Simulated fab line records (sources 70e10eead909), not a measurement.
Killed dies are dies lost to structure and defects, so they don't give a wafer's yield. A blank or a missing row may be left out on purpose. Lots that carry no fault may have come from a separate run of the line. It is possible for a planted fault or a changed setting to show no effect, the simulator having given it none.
Which tool did it? -- flow nand harc -- 6 lots with 18 wafers sampled at 5 steps, on a route of 1302 steps

## WHAT EACH GAUGE READ, for each wafer
NHARC_END_SORT_01.
lot,measured,on,killed at array
L721,day 30 09:40,prober-02,68 54 46

## TOOL THAT RAN EACH LOT (tool first, then ch and the chambers of the sampled wafers, then the start)
lot,NHARC_P_GATE_STRIP_112,NHARC_P_GATE_STRIP_76,NHARC_P_GATE_RTA_64,NHARC_P_GATE_RTA_80
L706,"plasma asher-02 ch 0,1, day 6 07:50","plasma asher-02 ch 0,1, day 6 08:06","rtp anneal-01 ch 0, day 6 10:52","rtp anneal-02 ch 0, day 6 11:28"
L709,"plasma asher-02 ch 0,1, day 7 11:31","plasma asher-02 ch 0,1, day 7 11:44","rtp anneal-02 ch 0, day 7 14:28","rtp anneal-01 ch 0, day 7 15:06"
L714,"plasma asher-02 ch 0,1, day 9 08:07","plasma asher-02 ch 0,1, day 9 08:21","rtp anneal-01 ch 0, day 9 10:59","rtp anneal-01 ch 0, day 9 11:35"
L721,"plasma asher-01 ch 1, day 12 11:02","plasma asher-01 ch 1, day 12 11:18","rtp anneal-01 ch 0, day 12 14:05","rtp anneal-01, day 12 14:41"
L723,"plasma asher-01 ch 0, day 13 04:52","plasma asher-01 ch 0, day 13 05:08","rtp anneal-02 ch 0, day 13 07:44","rtp anneal-01 ch 0, day 13 08:19"
L726,"plasma asher-01 ch 0,1, day 14 13:13","plasma asher-01 ch 0,1, day 14 13:28","rtp anneal-02 ch 0, day 14 16:05","rtp anneal-01 ch 0, day 14 16:41"
- NHARC_P_GATE_STRIP_112: strips in N2/H2, time 200 s.
- NHARC_P_GATE_STRIP_76: strips in O2.
- NHARC_P_GATE_RTA_64: time 1 s.
- NHARC_P_GATE_RTA_80: time 30 s.

## THE ANSWER, worked out from the rows above alone
Rule: usual is defined by the lots themselves. The widest of any qualifying gaps counts: lots, ordered by their means at a reading, are off when they make up no more than a third of the lots, leave a main group of 4 or more, and stand apart from it by 3 or more times the standard deviation of that group's means. If all means in a main group match to the digits the tables above print for the reading, that group is not used. A lot without any number at a reading at which 4 lots or more have one is off too. The other lots that the step has rows for count as sound.
No lot is off on any of the readings shown, so nothing can be concluded from this.

## WHAT WAS PUT IN BY THE SIMULATOR
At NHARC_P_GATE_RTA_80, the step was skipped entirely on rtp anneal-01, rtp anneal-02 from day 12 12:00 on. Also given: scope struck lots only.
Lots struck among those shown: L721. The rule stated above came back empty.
